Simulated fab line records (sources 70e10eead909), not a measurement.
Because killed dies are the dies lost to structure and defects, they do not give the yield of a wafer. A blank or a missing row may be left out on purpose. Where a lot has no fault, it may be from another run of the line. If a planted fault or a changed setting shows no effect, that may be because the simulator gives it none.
A lot that was struck, set against a sound lot | flow nandHarc | 16 out of 1302 route steps
Sound: wafers L750.1, L750.4, L750.5. Wafers L755.3, L755.4 were the ones struck. Last of all comes the cause.
For every step that has rows: the tool of each side, followed by ch and its chambers, followed by its first start. Under that, the readings that differ: sound wafers | struck wafers | difference of the means | sigmas: that difference in standard deviations of wafers without a fault.
alike: same words and numbers on both sides, and readings whose means sit less than 2 such deviations apart. not compared: any withheld reading, any reading some wafer has no value for, any bound like >300 that may hide the same value, and any number with overlapping values for which the record gives no deviation.
Wherever a step has rows on one side only, a row that says differs or no value, or a row with sigmas, the two part there. Non-overlapping numbers with no deviation appear without sigmas and do not part them. Lack of a reading on every wafer of one side parts them only where that side has two or more wafers.

NHARC_A_ONON_D2_THK_MEAS_11: measures by ellipsometry.
  sound on filmMetro-01, day 13 02:04; struck on filmMetro-02, day 14 17:29
  alike: thkNm
then, 1 step without rows for these wafers: NHARC_A_ONON_D2_DEP_12 (target thk 1000 nm).
NHARC_A_ONON_D2_THK_MEAS_14: measures by ellipsometry.
  sound on filmMetro-01, day 13 02:37; struck on filmMetro-01, day 14 18:02
  alike: thkNm
then, 2 steps without rows for these wafers: NHARC_A_ONON_D2_ANNEAL_15 (time 3600 s); NHARC_A_ONON_D2_DEP_16 (target thk 1000 nm).
NHARC_A_ONON_D2_THK_MEAS_18: measures by ellipsometry.
  sound on filmMetro-01, day 13 10:04; struck on filmMetro-02, day 15 01:24
reading    | sound          | struck  | difference | sigmas
thkNm (nm) | 1010 1011 1011 | 992 991 | -19        | -3
then, 1 step without rows for these wafers: NHARC_A_ONON_D2_DEP_19 (target thk 1000 nm).
NHARC_A_ONON_D2_THK_MEAS_21: measures by ellipsometry.
  sound on filmMetro-02, day 13 10:38; struck on filmMetro-02, day 15 01:58
  alike: thkNm
then, 1 step without rows for these wafers: NHARC_A_ONON_D2_DEP_22 (target thk 1000 nm).
NHARC_A_ONON_D2_THK_MEAS_24: measures by ellipsometry.
  sound on filmMetro-01, day 13 11:11; struck on filmMetro-02, day 15 02:32
  alike: thkNm
then, 1 step without rows for these wafers: NHARC_A_ONON_D2_DEP_25 (target thk 1000 nm).
NHARC_A_ONON_D2_THK_MEAS_27: measures by ellipsometry.
  sound on filmMetro-01, day 13 11:46; struck on filmMetro-02, day 15 03:06
  alike: thkNm
NHARC_A_ONON_D2_DEP_28: target thk 1000 nm.
  sound on pecvdOnon-04 ch 0, day 13 11:49; struck on pecvdOnon-03 ch 0, day 15 03:17
NHARC_A_ONON_D2_THK_MEAS_30: measures by ellipsometry.
  sound on filmMetro-01, day 13 12:19; struck on filmMetro-01, day 15 03:40
reading    | sound          | struck  | difference | sigmas
thkNm (nm) | 1002 1002 1001 | 608 608 | -394       | -39
NHARC_A_ONON_D2_DEP_33: deposits SiO2, target thk 200 nm.
  sound on pecvd-03 ch 0,1,2, day 13 12:28; struck on pecvd-03 ch 0,1, day 15 03:46
  alike: heaterPowerW, showerheadVppV, throttleValvePct
  not compared: sinceWetCleanH
-- break in the record here, with 11 days between the starts of the struck wafers on either side (left off in module A_ONON_D2, picked up again in module END, where the first step shown is number 1302 on the route) --
NHARC_END_SORT_01:
  the record has rows for the struck wafers here (prober-02 ch 0, day 26 04:02) and none for the sound ones

WHERE THEY PART
First at NHARC_A_ONON_D2_THK_MEAS_18; last, within this record, at NHARC_END_SORT_01.

WHY: the cause the simulator had injected
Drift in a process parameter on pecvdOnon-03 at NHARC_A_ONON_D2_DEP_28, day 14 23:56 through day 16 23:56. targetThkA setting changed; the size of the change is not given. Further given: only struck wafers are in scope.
